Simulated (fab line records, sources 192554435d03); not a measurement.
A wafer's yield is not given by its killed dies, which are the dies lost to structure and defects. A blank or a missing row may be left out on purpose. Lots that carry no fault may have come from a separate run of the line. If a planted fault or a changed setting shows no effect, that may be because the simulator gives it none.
Chamber matching -- flow n5 finfet -- 4 sister chambers for N5_BEOL_M3_ETCH_63 on rie diel-02
The step etches SiARC in CF4, target depth 15.6 nm, time 26 s. 8 wafers are shown with their chamber, then 10 later ones without.

WAFERS, EACH WITH ITS CHAMBER
wafer,chamber,throttle valve pct (%),drypump motor current A (A)
L084.4,0,16.09,6.2
L085.1,2,15.84,5.2
L085.2,0,16.08,6.3
L086.1,2,15.87,5.1
L086.3,1,15.46,5.8
L086.5,3,15.16,5.3
L088.3,3,15.16,5.3
L088.5,1,15.47,5.8

WAFERS WITHOUT THEIR CHAMBER
wafer,throttle valve pct (%),drypump motor current A (A)
L088.6,15.85,5.2
L087.1,16.10,6.2
L087.2,15.47,5.8
L087.3,15.86,5.1
L089.1,15.18,5.4
L089.2,16.12,6.3
L089.5,15.18,5.4
L092.1,15.19,5.4
L092.2,16.12,6.3
L092.3,15.89,5.1

CHAMBER TAKEN BY EACH
wafer,from the rows above,in truth
L088.6,2,2
L087.1,0,0
L087.2,1,1
L087.3,2,2
L089.1,3,3
L089.2,0,0
L089.5,3,3
L092.1,3,3
L092.2,0,0
L092.3,2,2
Placed correctly: 10 of 10. From these rows, 0 cannot be placed. 0 placed wrongly.
How it was worked out, from the rows above alone: a wafer's distance from a chamber is the root of the sum, over the readings, of the square of ((its reading less the chamber's mean) divided by the reading's scatter). If the next closest chamber is less than 2 further off than the closest, the wafer can't be placed; otherwise it belongs to the closest. For every chamber, the mean is computed from those of its wafers that are shown. The scatter is the square root of a quotient: the sum, over the shown wafers, of each reading's squared deviation from its chamber's mean, divided by wafers minus chambers.
